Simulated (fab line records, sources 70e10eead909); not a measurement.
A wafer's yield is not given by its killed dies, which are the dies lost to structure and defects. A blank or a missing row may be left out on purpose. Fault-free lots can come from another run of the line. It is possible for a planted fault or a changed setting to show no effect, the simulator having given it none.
A lot that was struck, set against a sound lot :: flow nand-harc :: 13 out of 1159 route steps
Sound: wafers L815.1, L815.2, L815.6. Struck: wafers L820.3, L820.5, L820.6. The cause is given at the end.
Per side, at each step with rows, come the tool, then ch with its chambers, and then its first start. Under that, the readings that differ: sound wafers :: struck wafers :: difference of the means :: sigmas: that difference in standard deviations of wafers without a fault.
alike: a reading whose means differ by less than 2 such deviations, as well as words and numbers matching on both sides. not compared: withheld readings; readings where some wafer has no value; bounds like >300 that might hide an equal value; numbers whose values overlap and for which the record gives no deviation.
The two part at a step that has a row with sigmas, a row that says differs or no value, or rows on one side only. When numbers do not overlap yet have no deviation, they are printed without sigmas and do not part them. A reading that every wafer of one side lacks parts them only if that side has two wafers or more.

first, 2 steps without rows for these wafers: NHARC_A_STAIRCASE_PRECLEAN_318 (cleans in SC1); NHARC_A_STAIRCASE_SRD_329.
NHARC_A_STAIRCASE_ALD_415: deposits SiO2, target thk 30 nm, pulse time 6 s, ald cycles 300.
  sound on ald-hk-03 ch 0,2,3, day 15 05:05; struck on ald-hk-04 ch 0,1, day 16 20:38
  alike: heater-power-w, precursor-pulse-height-rel
NHARC_A_STAIRCASE_ETCHBACK_416: etches the open film in C4F8/O2/Ar, target depth 36 nm, time 7.2 s.
  sound on rie-diel-12 ch 0,1,3; struck on rie-diel-03 ch 0,2,3
  alike: oes-product-au, rf-vpp-V
  not compared: rf-hours-counter-h
NHARC_A_STAIRCASE_STRIP_476: strips in O2, time 20 s.
  sound on rie-diel-12 ch 1,2,3, day 15 07:02; struck on rie-diel-03 ch 0,1,3, day 16 22:35
  alike: drypump-motor-current-A, oes-product-au, rf-vpp-V, showerhead-plenum-p-Torr, throttle-valve-pct
  not compared: rf-hours-counter-h
NHARC_A_STAIRCASE_DEP_417: deposits Si3N4, target thk 60 nm.
  sound on pecvd-01 ch 0,1,2, day 15 07:10; struck on pecvd-03 ch 0,1, day 16 22:52
  alike: heater-power-outer-w, heater-power-w
then, 3 steps without rows for these wafers: NHARC_A_STAIRCASE_WET_418 (chemistry H3PO4, target depth 20 nm); NHARC_A_STAIRCASE_PRECLEAN_419 (cleans in SC1); NHARC_A_STAIRCASE_SRD_421.
NHARC_A_STAIRCASE_ALD_420: deposits SiO2, target thk 20 nm, pulse time 6 s, ald cycles 200.
  sound on ald-hk-01 ch 0,2,3, day 15 10:54; struck on ald-hk-03 ch 0,3, day 17 02:39
  alike: heater-power-w, precursor-pulse-height-rel
then, 1 step without rows for these wafers: NHARC_A_STAIRCASE_CVD_552 (deposits SiNx, target thk 40 nm).
NHARC_A_STAIRCASE_DEP_151: deposits SiO2, target thk 3800 nm.
  sound on pecvd-01 ch 0,1,2, day 15 19:10; struck on pecvd-01 ch 0,2, day 17 11:27
  no value came back on the struck wafers for heater-power-outer-w (W), heater-power-w (W); on the sound wafers heater-power-outer-w (W) reads 402 530 370
then, 1 step without rows for these wafers: NHARC_A_STAIRCASE_ANNEAL_320 (time 1800 s).

WHERE THEY PART
Only at NHARC_A_STAIRCASE_DEP_151, within this record.

WHY: what the simulator had put in
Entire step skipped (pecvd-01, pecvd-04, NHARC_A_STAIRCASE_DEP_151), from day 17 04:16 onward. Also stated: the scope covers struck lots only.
